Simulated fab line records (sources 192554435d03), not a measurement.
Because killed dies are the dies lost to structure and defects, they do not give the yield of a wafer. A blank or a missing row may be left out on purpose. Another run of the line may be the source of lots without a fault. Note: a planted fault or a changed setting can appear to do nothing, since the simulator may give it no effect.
Struck lot and sound lot, side by side | flow n5 finfet | 25 steps out of a route of 1938
Sound: wafers L657.3, L657.6. The struck wafers were L650.1, L650.3, L650.6. Last of all comes the cause.
For every step that has rows: the tool of each side, followed by ch and its chambers, followed by its first start. Under that, the readings that differ: sound wafers | struck wafers | difference of the means | sigmas: that difference in standard deviations of wafers without a fault.
alike: readings whose means differ by less than 2 such deviations, and words and numbers that are the same on both sides. not compared: withheld readings, readings that some wafer has no value for, bounds like >300 that may hide the same value, and numbers for which the record gives no deviation and whose values overlap.
The two part at a step that has a row with sigmas, a row that says differs or no value, or rows on one side only. Non-overlapping numbers with no deviation appear without sigmas and do not part them. A reading missing from all wafers of one side parts the sides only when that side holds two or more wafers.

first, 10 steps without rows for these wafers: N5_GATE_CUT_ETCHBACK_00 (etches W in SF6/Cl2); N5_GATE_CUT_ETCH_56 (etches TiN in Cl2/Ar, target depth 21.6 nm); N5_GATE_CUT_ETCHBACK_30 (etches TiN in Cl2/Ar, target depth 3 nm); N5_GATE_CUT_VAPOR_ETCH_60 (etches HfO2 in BCl3/Cl2); N5_GATE_CUT_ETCH_58 (etches SiNx in CH3F/O2, target depth 17 nm, time 128.6 s); N5_GATE_CUT_STRIP_59 (strips in N2/H2, time 20 s); N5_GATE_CUT_PRECLEAN_31 (cleans in DIW, time 300 s); N5_GATE_CUT_SRD_32 (time 30 s); N5_GATE_CUT_SAC_CAP_01 (material SiNx, target thk 24 nm, pulse time 1 s, ald cycles 480); N5_GATE_CUT_PECVD_57 (deposits SiNx from SiH4/NH3/N2, target thk 21 nm).
N5_GATE_CUT_CMP_02: polishes, stops on SiO2, t overpolish 12.7 s, target thk 0 nm.
  sound on cmp-02 ch 0, day 10 09:42; struck on cmp-04 ch 0,2,3, day 8 23:53
  alike: motor current A, overpolish run s, slurry filter dp kPa, time to endpoint s
then, 10 steps without rows for these wafers: N5_GATE_CUT_HM_DEP_46 (deposits SiO2 from TEOS/O2, target thk 130 nm, time 26.6 s); N5_GATE_CUT_COAT_34 (time 60 s, resist thk 60 nm); N5_GATE_CUT_COAT_35 (time 60 s, resist thk 10 nm); N5_GATE_CUT_COAT_27 (time 60 s, resist thk 10 nm); N5_GATE_CUT_COAT_07 (resist thk 30 nm); N5_GATE_CUT_EBR_09; N5_GATE_CUT_SOFTBAKE_08 (time 60 s); N5_GATE_CUT_EXPOSE_10 (exposes mask GATE CUT, target cd 20 nm); N5_GATE_CUT_PEB_11 (peb time 60 s); N5_GATE_CUT_DEVELOP_12 (develop time 30 s).
N5_GATE_CUT_INSPECT_15: inspects for defects (brightfield).
  sound: defect inspect-02 at day 10 10:27; struck: defect inspect-01 at day 9 00:36
  reading          | sound   | struck         | difference | sigmas
  raw defect count | 142 117 | 1216 1266 1254 | +1116      | +27
then, 1 step without rows for these wafers: N5_GATE_CUT_DESCUM_18 (chemistry O2, time 7 s).
-- a jump in the record: the struck wafers' starts before and after are 3 days apart (it breaks off in module GATE_CUT and resumes in module BEOL_M4, where the first step shown is number 1111 of the route) --
N5_BEOL_M4_RC_MEAS_101:
  sound on prober-01 ch 0, day 13 23:37; struck on prober-01 ch 0, day 12 08:01
  alike: DIBL_N, DIBL_P, IOFF_N, IOFF_P, ION_N, ION_P, SS_N, SS_P, VT_N, VT_P
-- the record jumps here: 4 days lie between the struck wafers' starts before and after (it left off in module BEOL_M4 and takes up again in module PASSIVATION, whose first step shown is number 1936 of the route) --
N5_PASSIVATION_PROBE_49:
  the record has rows for the struck wafers here (prober-02, day 16 18:07) and none for the sound ones

== WHERE THEY PART ==
Last at N5_PASSIVATION_PROBE_49 as far as this record goes, first at N5_GATE_CUT_INSPECT_15.

WHY: the cause the simulator had injected
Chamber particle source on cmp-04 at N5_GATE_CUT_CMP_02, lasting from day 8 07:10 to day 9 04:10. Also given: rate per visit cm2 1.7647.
